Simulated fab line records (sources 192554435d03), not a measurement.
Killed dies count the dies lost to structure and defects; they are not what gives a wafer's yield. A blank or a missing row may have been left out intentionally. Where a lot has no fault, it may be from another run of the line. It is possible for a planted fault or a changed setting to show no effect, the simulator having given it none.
Chamber matching / flow n5_finfet / N5_BEOL_M2_ILD_DEP_00 on pecvd-04 has 3 sister chambers
The step deposits SiOC from DEMS/O2, target thk 79 nm, time 15.3 s. 6 wafers are shown with their chamber, then 7 later ones without.

## WAFERS WITH THEIR CHAMBER
wafer=L084.2; chamber=0; showerhead_vpp_V (V)=1361; heater_power_w (W)=463
wafer=L091.1; chamber=1; showerhead_vpp_V (V)=1588; heater_power_w (W)=637
wafer=L091.4; chamber=2; showerhead_vpp_V (V)=1442; heater_power_w (W)=459
wafer=L091.5; chamber=1; showerhead_vpp_V (V)=1618; heater_power_w (W)=655
wafer=L092.1; chamber=0; showerhead_vpp_V (V)=1359; heater_power_w (W)=477
wafer=L092.3; chamber=2; showerhead_vpp_V (V)=1449; heater_power_w (W)=419

## WAFERS WHOSE CHAMBER IS MISSING
wafer=L092.6; showerhead_vpp_V (V)=1368; heater_power_w (W)=480
wafer=L093.2; showerhead_vpp_V (V)=1346; heater_power_w (W)=405
wafer=L093.4; showerhead_vpp_V (V)=1446; heater_power_w (W)=363
wafer=L093.6; showerhead_vpp_V (V)=1350; heater_power_w (W)=399
wafer=L095.1; showerhead_vpp_V (V)=1455; heater_power_w (W)=367
wafer=L095.5; showerhead_vpp_V (V)=1581; heater_power_w (W)=592
wafer=L095.6; showerhead_vpp_V (V)=1386; heater_power_w (W)=486

## CHAMBER TAKEN BY EACH
wafer=L092.6; from the rows above=0; in truth=0
wafer=L093.2; from the rows above=0; in truth=0
wafer=L093.4; from the rows above=2; in truth=2
wafer=L093.6; from the rows above=0; in truth=0
wafer=L095.1; from the rows above=2; in truth=2
wafer=L095.5; from the rows above=1; in truth=1
wafer=L095.6; from the rows above=0; in truth=0
Correctly placed: 7 of 7. Can't be placed from these rows: 0. Number placed wrongly: 0.
How it was worked out, from the rows above alone: a wafer's distance from a chamber is the root of the sum, over the readings, of the square of ((its reading less the chamber's mean) divided by the reading's scatter). The wafer belongs to the nearest chamber; if the next one is less than 2 further off, it can't be placed. A chamber's mean is the mean of its shown wafers. How the scatter is found: for the shown wafers, subtract from each reading the mean of its chamber, square and add these, divide the total by (wafers less chambers), then take the root.
